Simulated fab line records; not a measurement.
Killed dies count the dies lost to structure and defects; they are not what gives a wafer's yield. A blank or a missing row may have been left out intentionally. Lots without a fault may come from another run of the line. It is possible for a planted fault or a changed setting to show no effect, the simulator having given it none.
Lot-split experiment | flow n5 finfet | 21 wafers read from 7 lots, route of 1938 steps

== THE SPLIT ==
At N5_BEOL_M6_COAT_22 (resist thk 30 nm), the setting spin rpm was moved away from the recipe's 1500 rpm on 9 of the 21 wafers read, by -10.7% to +6.1%. This setting was run at the recipe's value on the other wafers.

== FROM THE SPLIT TO THE READING: what the file shows between them, 4 steps ==
- N5_BEOL_M6_EBR_24
- N5_BEOL_M6_SOFTBAKE_23: time 60 s
- N5_BEOL_M6_EXPOSE_25: exposes mask V5, target cd 40 nm
- N5_BEOL_M6_PEB_26: peb time 60 s

== THE READING ==
CAR-EUV_of_BEOL_M6_COAT_22.thk nm (the simulator's own value, which no gauge read), in nm, at N5_BEOL_M6_DEVELOP_27 (develop time 30 s). The file gives no usual value for it. The 12 wafers here that ran the recipe average 29.5 nm, standard deviation 0.099 nm.

wafer  | tool, chamber at the split | spin rpm as run, rpm | against the recipe | CAR-EUV_of_BEOL_M6_COAT_22.thk nm, nm | against lot-mates on the recipe
L074.1 | litho track-03, 0          | 1592                 | +6.1%              | 28.8                                  | -0.6
L074.5 | litho track-03, 0          | 1592                 | +6.1%              | 28.6                                  | -0.8
L074.6 | litho track-03, 0          | 1500                 | recipe             | 29.4                                  | -
L079.2 | litho track-01, 0          | 1500                 | recipe             | 29.6                                  | -
L079.3 | litho track-01, 0          | 1435                 | -4.3%              | 30.2                                  | +0.6
L079.5 | litho track-01, 0          | 1435                 | -4.3%              | 30.2                                  | +0.6
L082.1 | litho track-04, 0          | 1434                 | -4.4%              | 30                                    | +0.4
L082.2 | litho track-04, 0          | 1500                 | recipe             | 29.6                                  | -
L082.3 | litho track-04, 0          | 1434                 | -4.4%              | 30.2                                  | +0.6
L084.2 | litho track-01, 0          | 1339                 | -10.7%             | 31.4                                  | +1.8
L084.3 | litho track-01, 0          | 1339                 | -10.7%             | 31.4                                  | +1.8
L084.5 | litho track-01, 0          | 1500                 | recipe             | 29.6                                  | -
L086.1 | litho track-01, 0          | 1500                 | recipe             | 29.6                                  | -
L086.6 | litho track-01, 0          | 1500                 | recipe             | 29.6                                  | -
L086.2 | litho track-01, 0          | 1500                 | recipe             | 29.4                                  | -
L091.1 | litho track-01, 0          | 1500                 | recipe             | 29.4                                  | -
L091.5 | litho track-01, 0          | 1500                 | recipe             | 29.4                                  | -
L091.3 | litho track-01, 0          | 1421                 | -5.3%              | 30.2                                  | +0.8
L095.1 | litho track-03, 0          | 1500                 | recipe             | 29.4                                  | -
L095.2 | litho track-03, 0          | 1500                 | recipe             | 29.6                                  | -
L095.4 | litho track-03, 0          | 1500                 | recipe             | 29.6                                  | -

FIT RESULTS
A straight line over all 21 wafers: CAR-EUV_of_BEOL_M6_COAT_22.thk nm changes by -0.158 nm for each +1% of spin rpm; r = -0.98; the points scatter about the line by 0.13 nm.
The same after taking each lot's own level away (the mean of its wafers on the recipe; 21 wafers): -0.147 nm for each +1%; r = -0.98; scatter 0.13 nm.
According to that fit, moving spin rpm by its largest amount changes the reading by 1.6 nm.
Measured against the standard deviation above, the lots' own levels, which go from 29.40 to 29.60 nm, span 2.0 times it.
Consequently the slope shifts little with the lot-to-lot level, the two slopes agreeing.
Check: +1.53 nm against its lot-mates is what the line predicts for one of the wafers moved furthest among these (-10.7%) when that wafer is left out of the fit. Against them it came out at +1.8 nm.

== OTHER SPLITS ON THESE WAFERS ==
Before the reading, these wafers also passed through other splits. Each is held against what the fit with the lots' levels taken away leaves over:
other split on the same wafers | wafers away from the commonest value | r with CAR-EUV_of_BEOL_M6_COAT_22.thk nm (lot level and that fit taken away)
N5_BEOL_M4_ILD_DEP_00 time s   | 8                                    | +0.20
N5_BEOL_M4_COAT_05 spin rpm    | 7                                    | +0.02
N5_BEOL_M4_COAT_67 spin rpm    | 4                                    | +0.14
N5_BEOL_M4_EXPOSE_25 dose mj   | 5                                    | +0.24
N5_BEOL_M5_COAT_05 spin rpm    | 11                                   | +0.15

== THE WHOLE CHAIN: every reading that the file lists as answering this split, in the file's order ==
step                  | what it does      | reading                                                                            | change (the file's fit)               | r (the file's)
N5_BEOL_M6_COAT_22    | resist thk 30 nm  | CAR-EUV_of_BEOL_M6_COAT_22.thk nm (the simulator's own value, which no gauge read) | -0.156 nm for each +1% of the setting | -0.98
N5_BEOL_M6_DEVELOP_27 | develop time 30 s | CAR-EUV_of_BEOL_M6_COAT_22.thk nm (the simulator's own value, which no gauge read) | -0.149 nm for each +1% of the setting | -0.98

== THE FILE'S OWN FIT ==
CAR-EUV_of_BEOL_M6_COAT_22.thk nm changes by -0.149 nm for each +1% of spin rpm, r = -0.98.
